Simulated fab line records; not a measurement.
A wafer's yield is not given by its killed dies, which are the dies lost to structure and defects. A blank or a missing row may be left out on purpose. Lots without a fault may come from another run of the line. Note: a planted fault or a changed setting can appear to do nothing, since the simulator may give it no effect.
fab line records ; flow nand_harc
record lots=13; wafers=39; last_day=34
route steps=1302 shown A_CHANNEL_HOLE_D2@594 A_CHANNEL_FILL_D2@614 END@1302
lots that met no fault: from a run of the same line without faults
start_h: the number of hours between the record's first day and the start of the first shown wafer of the lot ; wait_h: hours since the lot's step before ; " identical to the entry in the row above ; L1.1+2: a single row standing in for several wafers ; - either no value or no given start ; * or withheld: withheld ; < > ~ a bound
route shown NAME@n: names a module that has steps shown in the file, with the first one's number in the route ; usual: the fault-free wafers' mean and standard deviation ; same: alike in all rows ; chamber/n: place in a boat ; sites: readings site by site ; _std_site: standard deviation across them ; _edge_site: the outer-site mean with the inner-site mean subtracted ; radius_mm: how far each site lies from the wafer's centre ; mask NAME#n: copy n ; behind: the tool/chamber that last shaped the wafer ; hold: reason for holding the lot/hours on hold/outcome of the hold ; device: whichever transistor did not switch (one of n, p or np) ; end of line: the same wafers' tests at the end of the route ; a step with no rows: only its recipe ; killed: count of dies lost to structure and defects at first sort (not the wafer's yield) ; map: shows each die of a wafer: x if killed, . if not, _ if none is there
set.NAME: the setting the step ran with; set.NAME@STEP: the setting that earlier step ran with ; model.NAME: the simulator's own value behind a step, which no gauge read
a sample of lots followed through the steps of the route, with each step as a table and each wafer as a row
services: from which hour (start_h, from the record's first day; less than 0 if before it) a tool's chamber was out of use, for how many hours, and why
## steps
# step NHARC_A_CHANNEL_HOLE_D2_ETCH_22
# recipe bias_v=3000; source_w=withheld; pressure_mtorr=20; time_s=666.7; ar_flow_sccm=375; c4f8_flow_sccm=89.3; o2_flow_sccm=35.7; temp_c=-20; target_depth_a=16000; chemistry=C4F8/O2/Ar
# usual drypump_motor_current_A=5.85/0.12; oes_air_line_au=0.998/0.022; showerhead_plenum_p_Torr=3.69/0.16; throttle_valve_pct=32.154/0.0099
lot.wafer;tool;chamber;start_h;wait_h;drypump_motor_current_A;oes_air_line_au;rf_hours_counter_h;showerhead_plenum_p_Torr;throttle_valve_pct
L140.2;har_etch-02;0;289.84;0.4;5.90;1.014;369;3.40;32.164
L140.3;har_etch-02;0;289.84;0.4;5.88;1.014;-;3.40;32.147
L140.5;har_etch-02;0;289.84;0.4;5.89;1.016;-;3.40;32.139
L141.2;har_etch-01;1;310.95;0.4;5.96;1.011;160;3.58;32.150
L141.1;har_etch-01;0;310.95;0.4;5.83;0.989;160;3.70;32.160
L141.4;har_etch-01;1;310.95;0.4;5.94;1.036;-;3.58;32.170
L143.2;har_etch-02;1;312.80;0.4;5.63;1.010;365;3.92;32.159
L143.1;har_etch-02;0;312.80;0.4;5.88;0.989;380;3.40;32.147
L143.5;har_etch-02;1;312.80;0.4;5.63;1.000;-;3.92;32.157
L142.4;har_etch-01;0;315.42;0.4;5.84;0.996;-;3.69;32.159
L142.6;har_etch-01;1;315.42;0.4;5.96;0.999;-;3.58;32.165
L142.5;har_etch-01;0;315.42;0.4;5.83;1.007;-;3.69;32.154
L147.1;har_etch-02;1;362.12;0.4;5.64;1.006;399;3.90;32.155
L147.4;har_etch-02;1;362.12;0.4;5.65;0.982;-;3.90;32.163
L147.6;har_etch-02;0;362.12;0.4;5.90;1.022;-;3.93;32.142
L153.2;har_etch-02;1;417.92;0.4;5.64;0.999;16;3.89;32.146
L153.1;har_etch-02;0;417.92;0.4;5.93;1.048;16;3.92;32.150
L153.5;har_etch-02;1;417.92;0.4;5.63;0.999;-;3.89;32.160
L155.1;har_etch-02;0;437.41;0.4;5.92;0.990;27;3.91;32.157
L155.3;har_etch-02;1;437.41;0.4;5.61;1.030;-;3.88;32.169
L155.4;har_etch-02;0;437.41;0.4;5.91;0.977;-;3.91;32.151
L157.2;har_etch-01;0;455.74;0.4;5.82;1.030;252;3.64;32.158
L157.4;har_etch-01;0;455.74;0.4;5.82;1.009;-;3.65;32.167
L157.3;har_etch-01;1;455.74;0.4;5.98;0.982;-;3.53;32.138
L156.1;har_etch-02;0;457.94;0.4;5.96;1.016;39;3.90;32.142
L156.3;har_etch-02;0;457.94;0.4;5.93;1.003;-;3.90;32.144
L156.6;har_etch-02;1;457.94;0.4;5.62;0.991;-;3.87;32.142
L158.4;har_etch-01;0;481.53;0.4;5.83;1.032;-;3.64;32.145
L158.3;har_etch-01;1;481.53;0.4;5.94;0.986;-;3.52;32.156
L158.6;har_etch-01;0;481.53;0.4;5.82;0.994;-;3.64;32.162
L160.2;har_etch-01;0;517.82;0.4;5.83;0.997;283;3.63;32.145
L160.5;har_etch-01;0;517.82;0.4;5.82;1.006;-;3.63;32.134
L160.6;har_etch-01;1;517.82;0.4;5.97;0.963;-;3.51;32.150
L162.2;har_etch-01;1;530.86;0.8;5.96;0.977;-;3.51;32.144
L162.5;har_etch-01;1;530.86;0.8;5.97;1.027;-;3.51;32.143
L162.6;har_etch-01;1;530.86;0.8;5.96;1.015;-;3.51;32.147
L163.2;har_etch-02;1;532.56;0.4;5.64;1.042;81;3.85;32.154
L163.3;har_etch-02;0;532.56;0.4;5.82;0.943;-;3.88;32.155
L163.6;har_etch-02;1;532.56;0.4;5.66;0.993;-;3.85;32.153
# step NHARC_A_CHANNEL_HOLE_D2_CD_MEAS_31
# usual cd_nm=90.1/0.88
lot.wafer;tool;chamber;start_h;wait_h;cd_nm
L140.2;cd_sem-02;-;294.47;-;89.7
L140.3;cd_sem-02;-;294.47;-;90.5
L140.5;cd_sem-02;-;294.47;-;89.8
L141.1;cd_sem-03;-;315.63;-;90.7
L141.2;cd_sem-03;-;315.63;-;90.3
L141.4;cd_sem-03;-;315.63;-;91.5
L143.1;cd_sem-03;-;317.47;-;90.6
L143.2;cd_sem-03;-;317.47;-;90.3
L143.5;cd_sem-03;-;317.47;-;91.0
L142.4;cd_sem-02;-;319.81;-;90.1
L142.5;cd_sem-02;-;319.81;-;89.7
L142.6;cd_sem-02;-;319.81;-;88.6
L147.1;cd_sem-02;-;366.70;0.1;91.2
L147.4;cd_sem-02;-;366.70;0.1;90.1
L147.6;cd_sem-02;-;366.70;0.1;90.6
L153.1;cd_sem-02;-;422.54;-;90.6
L153.2;cd_sem-02;-;422.54;-;89.6
L153.5;cd_sem-02;-;422.54;-;90.2
L155.1;cd_sem-02;-;441.97;-;91.0
L155.3;cd_sem-02;-;441.97;-;91.4
L155.4;cd_sem-02;-;441.97;-;91.3
L157.2;cd_sem-03;-;460.39;-;90.2
L157.3;cd_sem-03;-;460.39;-;92.2
L157.4;cd_sem-03;-;460.39;-;91.7
L156.1;cd_sem-02;-;462.65;-;89.6
L156.3;cd_sem-02;-;462.65;-;89.6
L156.6;cd_sem-02;-;462.65;-;89.3
L158.3;cd_sem-02;-;486.03;-;88.9
L158.4;cd_sem-02;-;486.03;-;89.1
L158.6;cd_sem-02;-;486.03;-;90.4
L160.2;cd_sem-02;-;522.47;-;89.7
L160.5;cd_sem-02;-;522.47;-;89.4
L160.6;cd_sem-02;-;522.47;-;87.7
L163.2;cd_sem-03;-;537.74;-;90.1
L163.3;cd_sem-03;-;537.74;-;90.4
L163.6;cd_sem-03;-;537.74;-;90.8
L162.2;cd_sem-01;-;538.63;-;89.9
L162.5;cd_sem-01;-;538.63;-;89.7
L162.6;cd_sem-01;-;538.63;-;90.6
# step NHARC_A_CHANNEL_FILL_D2_ALD_14
# recipe target_thk_a=25; pulse_time_s=10; ald_cycles=25; temp_c=300; material=SiO2
# usual heater_power_w=487/55; precursor_pulse_height_rel=1.000/0.019
lot.wafer;tool;chamber;start_h;wait_h;heater_power_w;precursor_pulse_height_rel
L140.2;ald_hk-04;3;300.92;0.0;456;0.985
L140.3;ald_hk-04;2;300.92;0.0;570;0.999
L140.5;ald_hk-04;0;300.92;0.0;531;0.994
L141.1;ald_hk-03;2;323.06;0.0;460;0.981
L141.4;ald_hk-03;3;323.06;0.0;522;1.003
L141.2;ald_hk-03;1;323.06;0.0;397;1.011
L143.1;ald_hk-01;2;323.10;0.1;448;1.002
L143.2;ald_hk-01;3;323.10;0.1;421;1.002
L143.5;ald_hk-01;2;323.10;0.1;460;1.007
L142.4;ald_hk-04;0;327.30;0.2;527;0.959
L142.5;ald_hk-04;1;327.30;0.2;514;0.997
L142.6;ald_hk-04;2;327.30;0.2;574;1.013
L147.4;ald_hk-01;1;374.12;0.1;409;0.983
L147.1;ald_hk-01;3;374.12;0.1;424;1.021
L147.6;ald_hk-01;1;374.12;0.1;420;1.014
L153.1;ald_hk-04;2;429.95;0.0;559;1.014
L153.2;ald_hk-04;1;429.95;0.0;512;1.001
L153.5;ald_hk-04;2;429.95;0.0;560;0.965
L155.1;ald_hk-03;0;449.42;0.1;546;0.978
L155.4;ald_hk-03;1;449.42;0.1;410;0.999
L155.3;ald_hk-03;2;449.42;0.1;453;0.988
L156.1;ald_hk-01;0;467.83;0.0;556;0.998
L156.3;ald_hk-01;1;467.83;0.0;430;0.989
L156.6;ald_hk-01;1;467.83;0.0;420;0.962
L157.2;ald_hk-04;2;467.83;0.0;569;0.964
L157.4;ald_hk-04;0;467.83;0.0;496;0.993
L157.3;ald_hk-04;1;467.83;0.0;500;1.009
L158.3;ald_hk-04;0;493.68;0.7;501;1.048
L158.4;ald_hk-04;1;493.68;0.7;511;0.978
L158.6;ald_hk-04;3;493.68;0.7;432;0.991
L160.2;ald_hk-03;2;529.92;0.1;471;0.969
L160.5;ald_hk-03;1;529.92;0.1;421;1.007
L160.6;ald_hk-03;2;529.92;0.1;464;0.981
L163.2;ald_hk-03;2;545.15;0.1;448;1.013
L163.3;ald_hk-03;3;545.15;0.1;566;1.004
L163.6;ald_hk-03;1;545.15;0.1;412;0.979
L162.2;ald_hk-01;1;545.19;0.2;410;0.999
L162.5;ald_hk-01;2;545.19;0.2;468;0.977
L162.6;ald_hk-01;3;545.19;0.2;434;1.026
# step NHARC_A_CHANNEL_FILL_D2_CVD_18
# recipe target_thk_a=30; temp_c=550; material=poly-Si
# usual spike_tc_centre_C=550.4/1.5
lot.wafer;tool;chamber;start_h;wait_h;spike_tc_centre_C
L140.2;lpcvd_poly-04;0;316.57;-;549.7
L140.3;lpcvd_poly-04;0;316.57;-;548.4
L140.5;lpcvd_poly-04;0;316.57;-;548.7
L141.1;lpcvd_poly-04;0;338.49;-;549.5
L141.2;lpcvd_poly-04;0;338.49;-;550.3
L141.4;lpcvd_poly-04;0;338.49;-;550.3
L143.1;lpcvd_poly-04;0;338.49;-;550.2
L143.2;lpcvd_poly-04;0;338.49;-;548.6
L143.5;lpcvd_poly-04;0;338.49;-;550.3
L143.1;lpcvd_poly-04;0;340.71;0.5;547.9
L143.2;lpcvd_poly-04;0;340.71;0.5;550.4
L143.5;lpcvd_poly-04;0;340.71;0.5;551.2
L142.4;lpcvd_poly-04;0;341.58;-;549.4
L142.5;lpcvd_poly-04;0;341.58;-;550.9
L142.6;lpcvd_poly-04;0;341.58;-;548.8
L147.1;lpcvd_poly-04;0;386.15;-;549.1
L147.4;lpcvd_poly-04;0;386.15;-;550.4
L147.6;lpcvd_poly-04;0;386.15;-;547.9
L147.1;lpcvd_poly-04;0;388.36;0.5;548.6
L147.4;lpcvd_poly-04;0;388.36;0.5;549.4
L147.6;lpcvd_poly-04;0;388.36;0.5;549.2
L153.1;lpcvd_poly-03;0;444.80;-;548.5
L153.2;lpcvd_poly-03;0;444.80;-;549.3
L153.5;lpcvd_poly-03;0;444.80;-;549.8
L153.1;lpcvd_poly-03;0;447.02;0.5;548.3
L153.2;lpcvd_poly-03;0;447.02;0.5;550.6
L153.5;lpcvd_poly-03;0;447.02;0.5;550.0
L155.1;lpcvd_poly-02;0;465.23;-;553.7
L155.3;lpcvd_poly-02;0;465.23;-;553.0
L155.4;lpcvd_poly-02;0;465.23;-;551.6
L156.1;lpcvd_poly-02;0;482.94;-;554.5
L156.3;lpcvd_poly-02;0;482.94;-;550.5
L156.6;lpcvd_poly-02;0;482.94;-;550.6
L157.2;lpcvd_poly-02;0;482.94;-;551.9
L157.3;lpcvd_poly-02;0;482.94;-;551.5
L157.4;lpcvd_poly-02;0;482.94;-;553.1
L158.3;lpcvd_poly-04;0;509.43;-;550.6
L158.4;lpcvd_poly-04;0;509.43;-;549.5
L158.6;lpcvd_poly-04;0;509.43;-;550.7
L160.2;lpcvd_poly-04;0;544.78;-;551.3
L160.5;lpcvd_poly-04;0;544.78;-;551.5
L160.6;lpcvd_poly-04;0;544.78;-;550.1
L162.2;lpcvd_poly-03;0;557.01;-;550.3
L162.5;lpcvd_poly-03;0;557.01;-;549.9
L162.6;lpcvd_poly-03;0;557.01;-;551.0
L163.2;lpcvd_poly-03;0;557.01;-;550.3
L163.3;lpcvd_poly-03;0;557.01;-;549.3
L163.6;lpcvd_poly-03;0;557.01;-;550.3
# step NHARC_END_SORT_01
# recipe temp_c=25
# usual killed_at_array=62/16; killed_at_other=0.8/1.1; killed_at_periphery=4/3.2; killed_dies=67/16; killed_open=3.5/1.9; killed_short=2.1/1.5
# same gross_dies=677
lot.wafer;tool;chamber;start_h;wait_h;killed_at_array;killed_at_other;killed_at_periphery;killed_dies;killed_open;killed_short
L143.1;prober-02;0;582.81;2.5;671;0;6;677;5;3
L143.2;prober-02;0;583.62;2.8;672;0;5;677;4;6
L143.5;prober-02;0;586.05;3.7;662;0;15;677;2;5
L147.1;prober-02;0;631.26;2.5;676;1;0;677;4;3
L147.4;prober-02;0;633.68;3.4;670;2;5;677;3;1
L147.6;prober-02;0;635.29;4.0;674;0;3;677;4;1
L153.1;prober-02;0;682.39;2.5;665;0;12;677;5;2
L153.2;prober-02;0;683.19;2.8;676;0;1;677;4;1
L153.5;prober-02;0;685.56;3.7;671;0;6;677;2;0
# killed by level:class
L143.1 A_CHANNEL_FILL_D2:area_cvd=584 A_CHANNEL_HOLE_D2:chamber_film_flake=35 A_CHANNEL_HOLE_D1:chamber_film_flake=33 P_GATE:chamber_film_flake=4 A_CONTACT:chamber_film_flake=4 A_STAIRCASE:chamber_film_flake=3 P_M1:chamber_film_flake=2 A_WL_FILL:chamber_film_flake=2
L143.2 A_CHANNEL_FILL_D2:area_cvd=582 A_CHANNEL_HOLE_D1:chamber_film_flake=38 A_CHANNEL_HOLE_D2:chamber_film_flake=32 A_STAIRCASE:chamber_film_flake=5 P_GATE:chamber_film_flake=3 A_WL_FILL:chamber_film_flake=3 A_CHANNEL_FILL_D1:chamber_film_flake=2 P_M2:geometric_particle:short=1
L143.5 A_CHANNEL_FILL_D2:area_cvd=594 A_CHANNEL_HOLE_D1:chamber_film_flake=29 A_CHANNEL_HOLE_D2:chamber_film_flake=28 P_M1:chamber_film_flake=5 P_ZERO_WELL:chamber_film_flake=3 P_STI:chamber_film_flake=3 P_GATE:chamber_film_flake=3 A_STAIRCASE:chamber_film_flake=3
L147.1 A_CHANNEL_FILL_D2:area_cvd=590 A_CHANNEL_HOLE_D2:chamber_film_flake=32 A_SLIT:chamber_film_flake=31 A_CONTACT:chamber_film_flake=6 A_ZERO_WELL:chamber_film_flake=3 A_CHANNEL_HOLE_D1:chamber_film_flake=3 A_ONON_D1:geometric_particle:short=1 A_CHANNEL_FILL_D1:geometric_particle:open=1
L147.4 A_CHANNEL_FILL_D2:area_cvd=588 A_CHANNEL_HOLE_D2:chamber_film_flake=34 A_SLIT:chamber_film_flake=32 P_ZERO_WELL:chamber_film_flake=4 A_CHANNEL_HOLE_D1:chamber_film_flake=4 A_CONTACT:chamber_film_flake=3 A_DECK1_JOINT:chamber_film_flake=2 THIN_TSV:chamber_film_flake=2
L147.6 A_CHANNEL_FILL_D2:area_cvd=598 A_SLIT:chamber_film_flake=36 A_CHANNEL_HOLE_D2:chamber_film_flake=26 P_ZERO_WELL:chamber_film_flake=2 A_ZERO_WELL:chamber_film_flake=2 A_DECK1_JOINT:chamber_film_flake=2 A_WL_FILL:chamber_film_flake=2 A_CHANNEL_HOLE_D1:geometric_particle:open=1
L153.1 A_CHANNEL_FILL_D2:area_cvd=619 A_CHANNEL_HOLE_D1:chamber_film_flake=32 P_GATE:chamber_film_flake=7 A_WL_FILL:chamber_film_flake=3 A_CONTACT:chamber_film_flake=3 P_M2:chamber_film_flake=2 A_SLIT:chamber_film_flake=2 P_CONTACT:geometric_particle:open=1
L153.2 A_CHANNEL_FILL_D2:area_cvd=618 A_CHANNEL_HOLE_D1:chamber_film_flake=39 A_CONTACT:chamber_film_flake=7 A_SLIT:chamber_film_flake=5 A_CHANNEL_FILL_D1:geometric_particle:open=3 A_CHANNEL_HOLE_D2:geometric_particle:short=1 A_BLC:geometric_particle:open=1 P_GATE:chamber_film_flake=1
L153.5 A_CHANNEL_FILL_D2:area_cvd=625 A_CHANNEL_HOLE_D1:chamber_film_flake=33 A_CONTACT:chamber_film_flake=5 A_SLIT:chamber_film_flake=3 P_GATE:chamber_film_flake=2 P_M2:chamber_film_flake=2 A_STAIRCASE:chamber_film_flake=2 P_GATE:geometric_particle:open=1
## services
tool;chamber;start_h;hours;kind
ald_hk-04;0;267.47;-;clean
ald_hk-04;1;267.47;-;clean
ald_hk-04;2;267.47;-;clean
ald_hk-01;-;285.58;2.4;repair
ald_hk-01;-;296.00;10.0;pm
ald_hk-03;-;311.16;0.5;repair
har_etch-02;0;339.00;-;consumable_replace:showerhead
har_etch-02;0;339.00;17.0;scheduled_down
har_etch-02;0;339.00;17.0;vent_cycle
har_etch-02;-;382.85;17.0;pm
har_etch-02;0;382.85;17.0;vent_cycle
har_etch-02;1;382.85;17.0;vent_cycle
ald_hk-03;-;390.00;10.0;pm
lpcvd_poly-03;-;393.24;26.0;pm
har_etch-02;0;399.85;-;clean
har_etch-02;0;399.85;-;consumable_replace:focus_ring
har_etch-02;1;399.85;-;clean
har_etch-02;1;399.85;-;consumable_replace:focus_ring
ald_hk-04;-;435.47;10.0;pm
lpcvd_poly-03;-;463.69;7.6;repair
ald_hk-01;-;474.00;10.0;pm
har_etch-01;0;521.11;-;consumable_replace:esc
har_etch-01;0;521.11;17.0;scheduled_down
har_etch-01;0;521.11;17.0;vent_cycle
## key
first_sign step=NHARC_A_CHANNEL_FILL_D2_CVD_18; reading=visit; direction=added
effect step=NHARC_END_SORT_01; reading=killed_at_array; direction=up; sigmas=37; usual=62; struck=671
more_kills_born_at NHARC_A_CHANNEL_FILL_D2_CVD_18@lpcvd_poly-04=3536; NHARC_A_CHANNEL_FILL_D2_CVD_18@lpcvd_poly-03=1862
met_at NHARC_A_CHANNEL_FILL_D2_CVD_18
struck_lots L143,L147,L153
later_rows_left_out L143.1,L143.2,L143.5,L147.1,L147.4,L147.6,L153.1,L153.2,L153.5
tester_left_out L143,L147,L153
not_acting_at NHARC_A_CHANNEL_HOLE_D2_ETCH_22,NHARC_A_CHANNEL_HOLE_D2_CD_MEAS_31,NHARC_A_CHANNEL_FILL_D2_ALD_14
fault kind=repeated_step_whole; tool=lpcvd_poly-02,lpcvd_poly-03,lpcvd_poly-04; chamber=-; onset_h=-; steps=NHARC_A_CHANNEL_FILL_D2_CVD_18; times=1; scope=struck_lots_only
# tester_left_out: of these lots the tester's yield and bins aren't shown, on N5 and GAA mostly nor the transistor test; their killed dies are dies lost to structure and defects alone, not to doping, threshold or leakage, so they don't give the yield
# later_rows_left_out: the simulator's readings of these wafers behind a module that went badly wrong aren't trusted and aren't shown, but for the sort
